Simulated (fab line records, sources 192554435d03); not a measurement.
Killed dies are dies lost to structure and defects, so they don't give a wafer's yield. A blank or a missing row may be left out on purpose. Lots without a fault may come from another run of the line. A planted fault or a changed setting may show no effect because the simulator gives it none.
Which tool did it? | flow n5_finfet | 10 lots, 30 wafers sampled, at 4 steps of a route of 1938

WHAT THE GAUGES READ, wafer by wafer
N5_STI_FIN_REVEAL_INSPECT_13: inspects for defects (darkfield).
lot  | measured    | on                | raw_defect_count
L324 | day 2 20:01 | defect_inspect-01 | 8 14 21
L326 | day 3 09:38 | defect_inspect-01 | 16 14 15
L329 | day 4 01:01 | defect_inspect-02 | 7 6 17
L330 | day 4 11:25 | defect_inspect-01 | 8 11 12
L331 | day 4 16:55 | defect_inspect-01 | 14 10 16
L333 | day 5 02:10 | defect_inspect-02 | 16 10 5
L334 | day 5 07:18 | defect_inspect-01 | 512 505 544
L337 | day 6 01:58 | defect_inspect-02 | 554 528 500
L340 | day 6 21:14 | defect_inspect-02 | 15 27 23
L343 | day 7 14:29 | defect_inspect-01 | 8 14 20

WHICH TOOL RAN EACH LOT (tool, then ch and the chambers of the sampled wafers, then the start)
lot  | N5_STI_FIN_REVEAL_ALD_00         | N5_STI_FIN_REVEAL_STRIP_24        | N5_STI_FIN_REVEAL_CLEAN_19
L324 | ald_sin-02 ch 0,1,3, day 2 10:36 | rie_diel-03 ch 0,3, day 2 17:00   | wet_bench-02 ch 0,2,6, day 2 19:49
L326 | ald_sin-04 ch 0,1, day 3 00:51   | rie_diel-01 ch 0,3, day 3 06:32   | wet_bench-02 ch 1,2,7, day 3 09:26
L329 | ald_sin-04 ch 0,2,3, day 3 16:16 | rie_diel-06 ch 0,2, day 3 21:55   | wet_bench-02 ch 0,5,7, day 4 00:50
L330 | ald_sin-03 ch 1,2,3, day 4 02:13 | rie_diel-01 ch 0,1, day 4 07:52   | wet_bench-01 ch 3,4,5, day 4 11:13
L331 | ald_sin-03 ch 0,1,2, day 4 07:49 | rie_diel-01 ch 2,3, day 4 13:53   | wet_bench-03 ch 0,1,2, day 4 16:43
L333 | ald_sin-03 ch 0,3, day 4 17:27   | rie_diel-03 ch 0,3, day 4 23:10   | wet_bench-03 ch 2,5,7, day 5 01:59
L334 | ald_sin-03 ch 0,2, day 4 22:37   | rie_diel-06 ch 0,1,3, day 5 04:18 | wet_bench-02 ch 0,6,7, day 5 07:07
L337 | ald_sin-02 ch 0,1,3, day 5 17:01 | rie_diel-03 ch 0,3, day 5 22:58   | wet_bench-02 ch 0,6,7, day 6 01:47
L340 | ald_sin-03 ch 0,1,3, day 6 11:52 | rie_diel-06 ch 2,3, day 6 18:11   | wet_bench-01 ch 4,5,7, day 6 21:03
L343 | ald_sin-04 ch 0,3, day 7 05:18   | rie_diel-03 ch 0,1,2, day 7 11:13 | wet_bench-01 ch 3,5,6, day 7 14:16
- N5_STI_FIN_REVEAL_ALD_00: deposits SiO2, target thk 1 nm, pulse time 1 s.
- N5_STI_FIN_REVEAL_STRIP_24: strips in N2/H2, time 90 s.
- N5_STI_FIN_REVEAL_CLEAN_19: cleans in O3/DIW, time 120 s.

THE ANSWER, worked out from the rows above alone
Rule: what is usual is taken from the lots themselves. Put in order of their means at a reading, lots are off if they are a third of the lots or fewer, leave a main group of 4 or more, and stand apart from it by a gap of 3 or more times the standard deviation of the main group's means; of several such gaps the widest counts. A main group whose means are all the same, to the digits that the tables above print for the reading, isn't used. A lot without any number at a reading at which 4 lots or more have one is off too. The other lots that the step has rows for count as sound.
Off: L334, L337, at N5_STI_FIN_REVEAL_INSPECT_13 (raw_defect_count). The main group: mean 14, standard deviation 3.6.
A tool fits if, at a process step before that reading, it ran every lot that is off, and no sound lot after the first of them. The gauges at N5_STI_FIN_REVEAL_INSPECT_13 are tried like those tools. One fits: wet_bench-02 at N5_STI_FIN_REVEAL_CLEAN_19. Its last sound lot is L329 (day 4 00:50), its first lot that is off L334 (day 5 07:07): a fault that began between those two fits.

WHAT THE SIMULATOR HAD PUT IN
Chamber particle source: wet_bench-02, from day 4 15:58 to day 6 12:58, at N5_STI_FIN_REVEAL_CLEAN_19. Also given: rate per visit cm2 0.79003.
Lots struck among those shown: L334, L337. The rule above found the same.
